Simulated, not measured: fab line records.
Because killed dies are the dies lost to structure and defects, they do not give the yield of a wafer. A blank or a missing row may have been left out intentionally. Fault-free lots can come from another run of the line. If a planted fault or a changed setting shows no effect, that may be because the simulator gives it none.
Chamber matching    flow nand-harc    NHARC_A_STAIRCASE_DEP_417 on pecvd-03: 3 sister chambers
The step deposits Si3N4, target thk 60 nm. 3 wafers are shown with their chamber, then 7 later ones without.

== EACH WAFER AND ITS CHAMBER ==
wafer   chamber  heater-power-w (W)
L090.6  0        672
L092.1  2        757
L092.2  1        736

== WAFERS WHOSE CHAMBER IS MISSING ==
wafer   heater-power-w (W)
L092.6  753
L095.3  570
L095.4  582
L095.5  718
L096.1  638
L096.2  857
L096.6  640

== WHICH CHAMBER EACH ONE RAN IN ==
wafer   from the rows above           in truth
L092.6  can't be placed: 2 or 1 or 0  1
L095.3  can't be placed: 0 or 1 or 2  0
L095.4  can't be placed: 0 or 1 or 2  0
L095.5  can't be placed: 1 or 2 or 0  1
L096.1  can't be placed: 0 or 1 or 2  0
L096.2  can't be placed: 2 or 1 or 0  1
L096.6  can't be placed: 0 or 1 or 2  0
Correctly placed: 0 of 7. Unplaceable from these rows: 7, with the true chamber sitting among the candidates in 7. Wrongly placed: 0.
How it was worked out, from the rows above alone: a wafer's distance from a chamber is the root of the sum, over the readings, of the square of ((its reading less the chamber's mean) divided by the reading's scatter). The wafer belongs to the nearest chamber; if the next one is less than 2 further off, it can't be placed. Each chamber's mean is taken over the wafers shown for it. The scatter: with one shown wafer a chamber, the root of the mean of the squares of how far each hidden wafer lies from its nearest shown one.
